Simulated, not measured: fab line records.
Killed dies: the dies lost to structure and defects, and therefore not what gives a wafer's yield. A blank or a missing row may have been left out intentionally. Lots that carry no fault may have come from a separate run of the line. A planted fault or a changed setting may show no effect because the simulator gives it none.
fab line records	flow n5-finfet	part 1 of 2: steps 1 to 4 of 6
record lots=24	wafers=72	last-day=17
route steps=1938 shown BEOL_M4@1110 BEOL_M5@1115
lots with no fault: from the same line, run without faults
start-h: the number of hours between the record's first day and the start of the first shown wafer of the lot	wait-h: hours from the lot's prior step to this one	" the same as in the row above	L1.1+2: a single row standing in for several wafers	- no value, or no start given	* or withheld: withheld	< > ~ a bound
route shown NAME@n: names a module that has steps shown in the file, with the first one's number in the route	usual: the fault-free wafers' mean and standard deviation	same: alike in all rows	chamber/n: place in a boat	sites: per-site readings	_std_site: how widely they spread, as a standard deviation	_edge_site: mean of outer sites minus mean of inner sites	radius-mm: for every site, how far away it sits from the centre of the wafer	mask NAME#n: copy n	behind: the last tool/chamber to shape the wafer	hold: reason for holding the lot/hours on hold/outcome of the hold	device: whichever transistor did not switch (one of n, p or np)	end of line: tests of these same wafers at the route's end	a step without rows: its recipe alone	killed: not the wafer's yield, but the dies lost to structure and defects at the first sort	map: a wafer's dies, marking killed ones x, the rest . and places with no die _
set.NAME: the run value of the setting; set.NAME@STEP: its run value at that earlier step	model.NAME: the simulator's own value behind a step, which no gauge read
steps of the route over a sample of lots; a table a step, a row a wafer
services: the hour from which a tool's chamber was out of use, counted from the record's first day as start-h (under 0 if before that day), plus the number of hours and why
## steps
# step N5_BEOL_M4_INSPECT_59
# recipe inspect-instrument=darkfield	mode=post-dep
# usual raw-defect-count=71/23
lot.wafer	tool	chamber	start-h	wait-h	raw-defect-count
L074.3	defect-inspect-02	-	162.23	0.0	50
L074.4	"	-	"	"	76
L074.5	"	-	"	"	57
L075.1	defect-inspect-01	-	166.76	0.0	73
L075.2	"	-	"	"	102
L075.3	"	-	"	"	123
L076.2	defect-inspect-02	-	182.75	0.0	42
L076.3	"	-	"	"	61
L076.6	"	-	"	"	65
L077.1	defect-inspect-02	-	183.02	0.0	112
L077.3	"	-	"	"	65
L077.6	"	-	"	"	99
L078.1	defect-inspect-02	-	185.14	0.0	89
L078.5	"	-	"	"	126
L078.6	"	-	"	"	136
L079.3	defect-inspect-01	-	186.99	0.0	70
L079.4	"	-	"	"	96
L079.5	"	-	"	"	105
L080.2	defect-inspect-02	-	191.20	0.0	90
L080.4	"	-	"	"	71
L080.6	"	-	"	"	96
L081.2	defect-inspect-02	-	206.79	0.0	56
L081.3	"	-	"	"	62
L081.4	"	-	"	"	46
L082.2	defect-inspect-02	-	216.94	0.0	55
L082.3	"	-	"	"	82
L082.6	"	-	"	"	36
L083.1	defect-inspect-01	-	222.15	0.0	45
L083.4	"	-	"	"	73
L083.5	"	-	"	"	89
L084.1	defect-inspect-02	-	225.17	0.0	80
L084.3	"	-	"	"	88
L084.6	"	-	"	"	58
L085.2	defect-inspect-01	-	225.19	0.0	49
L085.3	"	-	"	"	105
L085.6	"	-	"	"	76
L086.1	defect-inspect-01	-	242.49	0.0	55
L086.3	"	-	"	"	59
L086.4	"	-	"	"	90
L088.1	defect-inspect-02	-	243.11	0.0	54
L088.4	"	-	"	"	51
L088.5	"	-	"	"	87
L087.1	defect-inspect-01	-	247.24	0.0	54
L087.2	"	-	"	"	71
L087.3	"	-	"	"	116
L089.2	defect-inspect-02	-	257.89	0.0	85
L089.5	"	-	"	"	61
L089.6	"	-	"	"	50
L090.2	defect-inspect-01	-	266.52	0.0	42
L090.3	"	-	"	"	101
L090.5	"	-	"	"	74
L091.1	defect-inspect-01	-	269.04	0.0	48
L091.3	"	-	"	"	41
L091.5	"	-	"	"	50
L092.2	defect-inspect-01	-	274.28	0.0	46
L092.4	"	-	"	"	46
L092.5	"	-	"	"	56
L093.3	defect-inspect-02	-	280.13	0.0	47
L093.5	"	-	"	"	81
L093.6	"	-	"	"	41
L094.2	defect-inspect-02	-	283.72	0.0	39
L094.4	"	-	"	"	81
L094.6	"	-	"	"	64
L095.1	defect-inspect-01	-	291.34	0.0	112
L095.2	"	-	"	"	94
L095.4	"	-	"	"	66
L096.1	defect-inspect-02	-	300.21	0.0	54
L096.5	"	-	"	"	51
L096.6	"	-	"	"	76
L097.2	defect-inspect-02	-	300.35	0.0	66
L097.5	"	-	"	"	35
L097.6	"	-	"	"	68
# step N5_BEOL_M5_PECVD_70
# recipe material=SiO2	target-thk-a=160	temp-c=400	precursor=TEOS/O2	pressure-torr=5.5	rf-w=450	teos-flow-sccm=53.8	gas=O2	flow-sccm=3000	time-s=18
# usual heater-power-w=723/88	showerhead-plenum-p-Torr=8.79/0.062	throttle-valve-pct=22.4/1.1
lot.wafer	tool	chamber	start-h	wait-h	heater-power-w	showerhead-plenum-p-Torr	throttle-valve-pct
L074.3	pecvd-04	1	163.82	0.0	618	8.84	23.5
L074.4	"	2	"	"	694	8.83	20.8
L074.5	"	0	"	"	844	8.85	22.1
L075.1	pecvd-04	2	168.42	0.0	732	8.83	20.9
L075.2	"	0	"	"	877	8.84	22.2
L075.3	"	1	"	"	617	8.87	23.4
L076.2	pecvd-01	2	184.35	0.0	647	8.85	23.7
L076.3	"	1	"	"	746	8.86	22.0
L076.6	"	2	"	"	661	8.83	23.1
L077.1	pecvd-02	0	185.37	0.0	796	8.75	22.5
L077.3	"	2	"	"	592	8.70	20.8
L077.6	"	1	"	"	825	8.74	23.8
L078.1	pecvd-02	1	186.74	0.0	769	8.74	23.8
L078.5	"	1	"	"	789	8.73	23.9
L078.6	"	2	"	"	631	8.69	20.7
L079.3	pecvd-04	0	189.07	0.0	852	8.80	22.3
L079.4	"	2	"	"	771	8.86	20.8
L079.5	"	1	"	"	694	8.84	23.6
L080.2	pecvd-02	0	192.81	0.0	746	8.77	22.7
L080.4	"	0	"	"	741	8.77	22.8
L080.6	"	1	"	"	860	8.73	23.6
L081.2	pecvd-02	1	208.38	0.0	835	8.75	23.9
L081.3	"	0	"	"	737	8.73	22.7
L081.4	"	1	"	"	825	8.72	24.0
L082.2	pecvd-04	0	218.54	0.0	917	8.81	22.3
L082.3	"	2	"	"	742	8.82	21.2
L082.6	"	2	"	"	757	8.82	21.1
L083.1	pecvd-04	2	223.91	0.0	691	8.83	21.4
L083.4	"	0	"	"	764	8.83	22.5
L083.5	"	2	"	"	684	8.84	21.1
L084.1	pecvd-02	2	226.78	0.0	630	8.70	20.9
L084.3	"	0	"	"	666	8.74	22.8
L084.6	"	2	"	"	644	8.67	20.8
L085.2	pecvd-04	2	226.82	0.0	722	8.84	21.3
L085.3	"	0	"	"	802	8.84	22.1
L085.6	"	1	"	"	701	8.85	23.4
L086.1	pecvd-02	2	244.57	0.0	549	8.68	21.1
L086.3	"	0	"	"	790	8.73	23.0
L086.4	"	0	"	"	641	8.74	22.6
L088.1	pecvd-04	1	244.71	0.0	697	8.82	23.4
L088.4	"	0	"	"	830	8.83	22.3
L088.5	"	2	"	"	676	8.83	21.1
L087.1	pecvd-01	2	248.85	0.0	674	8.84	23.7
L087.2	"	1	"	"	688	8.83	22.5
L087.3	"	0	"	"	906	8.93	24.6
L089.2	pecvd-04	1	260.97	0.1	705	8.82	23.4
L089.5	"	1	"	"	706	8.84	23.3
L089.6	"	2	"	"	775	8.82	21.1
L090.2	pecvd-04	0	268.14	0.0	753	8.85	22.2
L090.3	"	2	"	"	782	8.83	21.3
L090.5	"	2	"	"	802	8.85	21.0
L091.1	pecvd-02	2	270.63	0.0	627	8.70	21.0
L091.3	"	0	"	"	686	8.75	23.0
L091.5	"	0	"	"	697	8.76	23.0
L092.2	pecvd-04	1	276.35	0.0	626	8.83	23.3
L092.4	"	1	"	"	605	8.83	23.2
L092.5	"	0	"	"	772	8.81	22.2
L093.3	pecvd-04	1	281.73	0.0	615	8.84	23.2
L093.5	"	1	"	"	641	8.83	23.4
L093.6	"	2	"	"	787	8.83	21.4
L094.2	pecvd-02	1	285.34	0.0	815	8.72	23.7
L094.4	"	2	"	"	563	8.69	21.0
L094.6	"	2	"	"	554	8.69	21.0
L095.1	pecvd-04	0	292.95	0.0	750	8.82	22.5
L095.2	"	1	"	"	574	8.86	23.5
L095.4	"	1	"	"	570	8.84	23.4
L096.1	pecvd-04	1	301.81	0.0	682	8.86	23.5
L096.5	"	0	"	"	755	8.83	22.2
L096.6	"	1	"	"	692	8.84	23.6
L097.2	pecvd-02	1	301.98	0.0	800	8.72	24.0
L097.5	"	2	"	"	615	8.68	20.9
L097.6	"	0	"	"	805	8.78	23.1
# step N5_BEOL_M5_OVL_MEAS_12
# recipe points-per-wafer=522
# usual M5_OVL=-0.1/0.68
lot.wafer	tool	chamber	start-h	wait-h	M5_OVL[nm]
L074.3	overlay-02	0	165.05	0.0	0.3
L074.4	"	0	"	"	-0.1
L074.5	"	0	"	"	-0.5
L075.1	overlay-01	0	170.74	0.0	-0.3
L075.2	"	0	"	"	0.6
L075.3	"	0	"	"	1.0
L076.2	overlay-02	0	185.50	0.0	1.4
L076.3	"	0	"	"	-0.7
L076.6	"	0	"	"	0.4
L077.1	overlay-01	0	186.60	0.0	-2.4
L077.3	"	0	"	"	-0.9
L077.6	"	0	"	"	-0.1
L078.1	overlay-02	0	188.01	0.0	1.3
L078.5	"	0	"	"	0.8
L078.6	"	0	"	"	0.6
L079.3	overlay-02	0	189.72	0.0	0.8
L079.4	"	0	"	"	0.2
L079.5	"	0	"	"	0.3
L080.2	overlay-01	0	194.20	0.0	0.3
L080.4	"	0	"	"	-0.3
L080.6	"	0	"	"	-0.3
L081.2	overlay-01	0	209.70	0.0	0.5
L081.3	"	0	"	"	-0.5
L081.4	"	0	"	"	-0.1
L082.2	overlay-02	0	219.46	0.0	-0.2
L082.3	"	0	"	"	0.7
L082.6	"	0	"	"	-0.4
L083.1	overlay-02	0	225.22	0.0	0.7
L083.4	"	0	"	"	1.0
L083.5	"	0	"	"	0.4
L084.1	overlay-02	0	228.38	0.0	-1.0
L084.3	"	0	"	"	-1.5
L084.6	"	0	"	"	0.0
L085.2	overlay-02	0	228.49	0.0	0.3
L085.3	"	0	"	"	0.3
L085.6	"	0	"	"	-0.3
L086.1	overlay-02	0	245.87	0.0	-0.2
L086.3	"	0	"	"	-0.2
L086.4	"	0	"	"	0.8
L088.1	overlay-01	0	246.07	0.0	-0.8
L088.4	"	0	"	"	-1.0
L088.5	"	0	"	"	-1.5
L087.1	overlay-01	0	249.83	0.0	0.5
L087.2	"	0	"	"	-0.5
L087.3	"	0	"	"	0.7
L089.2	overlay-02	0	262.78	0.0	-0.4
L089.5	"	0	"	"	0.5
L089.6	"	0	"	"	-0.1
L090.2	overlay-02	0	270.24	0.0	-0.8
L090.3	"	0	"	"	-0.6
L090.5	"	0	"	"	0.6
L091.1	overlay-02	0	271.28	0.0	-0.7
L091.3	"	0	"	"	-1.4
L091.5	"	0	"	"	-0.7
L092.2	overlay-02	0	277.00	0.0	0.9
L092.4	"	0	"	"	0.9
L092.5	"	0	"	"	-0.3
L093.3	overlay-02	0	283.49	0.0	1.2
L093.5	"	0	"	"	1.3
L093.6	"	0	"	"	0.3
L094.2	overlay-02	0	287.19	0.0	-0.6
L094.4	"	0	"	"	0.0
L094.6	"	0	"	"	0.0
L095.1	overlay-02	0	294.57	0.0	-0.6
L095.2	"	0	"	"	0.1
L095.4	"	0	"	"	-0.1
L096.1	overlay-01	0	303.13	0.0	0.1
L096.5	"	0	"	"	-0.9
L096.6	"	0	"	"	0.2
L097.2	overlay-02	0	303.44	0.0	0.7
L097.5	"	0	"	"	-0.4
L097.6	"	0	"	"	0.4
# step N5_BEOL_M5_ETCH_62
# recipe chemistry=N2/H2	target=SOC	target-depth-a=750	overetch-a=150	mask-material=SiARC	temp-c=40	time-s=112.5	ion-energy-ev=200	pressure-mtorr=30	source-w=840	bias-w=150	n2-flow-sccm=200	h2-flow-sccm=200
# usual drypump-motor-current-A=5.7/0.36	oes-product-au=0.66/0.059	rf-vpp-V=524.8/2	showerhead-plenum-p-Torr=2.57/0.07	throttle-valve-pct=17.60/0.28
lot.wafer	tool	chamber	start-h	wait-h	drypump-motor-current-A	oes-product-au	rf-hours-counter-h	rf-vpp-V	showerhead-plenum-p-Torr	throttle-valve-pct
L074.3	rie-diel-04	0	165.21	0.0	5.4	0.59	164	524.8	2.63	17.69
L074.4	"	3	"	"	6.1	0.64	107	525.8	2.54	17.15
L074.5	"	3	"	"	6.1	0.64	-	525.8	2.54	17.15
L075.1	rie-diel-04	3	170.91	0.0	6.1	0.63	109	524.8	2.53	17.16
L075.2	"	1	"	"	5.0	0.59	161	527.6	2.67	17.69
L075.3	"	0	"	"	5.5	0.59	166	526.8	2.63	17.68
L076.2	rie-diel-01	0	185.66	0.0	5.6	0.54	242	523.6	2.49	17.75
L076.3	"	1	"	"	5.7	0.67	62	528.9	2.69	17.90
L076.6	"	2	"	"	5.8	0.69	-	522.7	2.48	17.84
L077.1	rie-diel-01	2	186.77	0.0	5.8	0.69	41	522.0	2.48	17.86
L077.3	"	3	"	"	6.2	0.75	6	522.4	2.51	17.51
L077.6	"	2	"	"	5.8	0.69	-	522.4	2.48	17.85
L078.1	rie-diel-05	0	188.18	0.0	5.0	0.56	216	526.5	2.62	17.76
L078.5	"	0	"	"	5.0	0.56	-	527.0	2.62	17.74
L078.6	"	3	"	"	5.8	0.73	-	525.4	2.58	16.99
L079.3	rie-diel-04	1	190.14	0.0	5.0	0.59	166	525.5	2.66	17.71
L079.4	"	3	"	"	6.1	0.64	-	523.5	2.53	17.16
L079.5	"	1	"	"	5.0	0.59	-	525.6	2.66	17.70
L080.2	rie-diel-01	3	194.36	0.0	6.2	0.74	8	521.9	2.51	17.48
L080.4	"	2	"	"	5.8	0.69	44	523.2	2.48	17.86
L080.6	"	3	"	"	6.2	0.74	-	523.5	2.51	17.50
L081.2	rie-diel-05	3	211.54	0.0	5.8	0.73	13	525.8	2.58	17.02
L081.3	"	1	"	"	5.6	0.67	54	523.6	2.58	17.69
L081.4	"	0	"	"	5.0	0.56	224	525.7	2.62	17.78
L082.2	rie-diel-04	3	219.62	0.0	6.1	0.62	123	523.8	2.53	17.17
L082.3	"	2	"	"	6.0	0.74	11	525.6	2.59	17.70
L082.6	"	1	"	"	4.9	0.58	-	527.0	2.66	17.71
L083.1	rie-diel-05	0	225.43	0.0	5.0	0.56	228	526.6	2.62	17.78
L083.4	"	1	"	"	5.6	0.66	59	524.6	2.58	17.68
L083.5	"	2	"	"	5.7	0.70	-	525.5	2.58	17.48
L084.1	rie-diel-01	3	228.58	0.0	6.2	0.73	14	522.8	2.51	17.51
L084.3	"	1	"	"	5.7	0.66	71	527.1	2.69	17.92
L084.6	"	2	"	"	5.8	0.68	-	521.2	2.47	17.86
L085.2	rie-diel-04	1	228.66	0.0	4.9	0.58	184	525.6	2.66	17.73
L085.3	"	3	"	"	6.1	0.62	126	524.4	2.53	17.18
L085.6	"	1	"	"	4.9	0.57	-	526.2	2.66	17.73
L086.1	rie-diel-01	1	246.08	0.0	5.7	0.66	76	527.6	2.69	17.94
L086.3	"	1	"	"	5.7	0.65	-	527.9	2.69	17.93
L086.4	"	3	"	"	6.2	0.72	-	522.3	2.51	17.52
L088.1	rie-diel-01	1	246.42	0.0	5.7	0.66	77	528.2	2.69	17.92
L088.4	"	1	"	"	5.7	0.66	-	528.7	2.69	17.92
L088.5	"	3	"	"	6.2	0.72	-	522.1	2.51	17.53
L087.1	rie-diel-01	0	250.60	0.0	5.6	0.77	0	522.4	2.48	17.29
L087.2	"	1	"	"	5.7	0.65	79	526.7	2.69	17.92
L087.3	"	2	"	"	5.9	0.67	56	522.0	2.47	17.88
L089.2	rie-diel-04	0	262.95	0.0	5.4	0.58	200	524.9	2.62	17.73
L089.5	"	3	"	"	6.1	0.61	-	524.7	2.52	17.21
L089.6	"	0	"	"	5.4	0.57	-	524.8	2.62	17.74
L090.2	rie-diel-01	3	271.13	0.0	6.2	0.70	28	522.6	2.50	17.53
L090.3	"	0	"	"	5.6	0.74	6	521.3	2.48	17.32
L090.5	"	3	"	"	6.2	0.70	-	522.4	2.50	17.54
L091.1	rie-diel-04	3	273.52	0.0	6.1	0.62	141	525.1	2.52	17.22
L091.3	"	1	"	"	5.0	0.56	197	526.2	2.65	17.74
L091.5	"	2	"	"	6.0	0.71	-	525.1	2.58	17.74
L092.2	rie-diel-01	1	277.81	0.0	5.7	0.65	89	528.5	2.68	17.94
L092.4	"	0	"	"	5.6	0.73	10	523.6	2.48	17.34
L092.5	"	1	"	"	5.7	0.65	-	527.9	2.68	17.94
L093.3	rie-diel-05	3	283.66	0.0	5.8	0.68	31	526.0	2.57	17.05
L093.5	"	0	"	"	5.0	0.55	-	526.4	2.61	17.79
L093.6	"	3	"	"	5.8	0.69	-	524.2	2.57	17.04
L094.2	rie-diel-05	3	287.36	0.0	5.8	0.68	32	525.5	2.57	17.04
L094.4	"	1	"	"	5.6	0.66	73	523.7	2.57	17.70
L094.6	"	2	"	"	5.7	0.69	-	523.9	2.57	17.49
L095.1	rie-diel-01	0	294.74	0.0	5.6	0.72	15	520.6	2.48	17.33
L095.2	"	1	"	"	5.7	0.65	94	526.7	2.68	17.95
L095.4	"	2	"	"	5.8	0.66	70	522.2	2.47	17.91
L096.1	rie-diel-05	3	303.30	0.0	5.8	0.69	35	525.8	2.57	17.04
L096.5	"	2	"	"	5.7	0.68	-	524.2	2.57	17.50
L096.6	"	1	"	"	5.6	0.65	-	525.8	2.57	17.71
L097.2	rie-diel-05	3	303.61	0.0	5.8	0.68	35	524.6	2.57	17.04
L097.5	"	1	"	"	5.6	0.66	-	524.4	2.57	17.70
L097.6	"	3	"	"	5.8	0.67	-	525.3	2.57	17.05
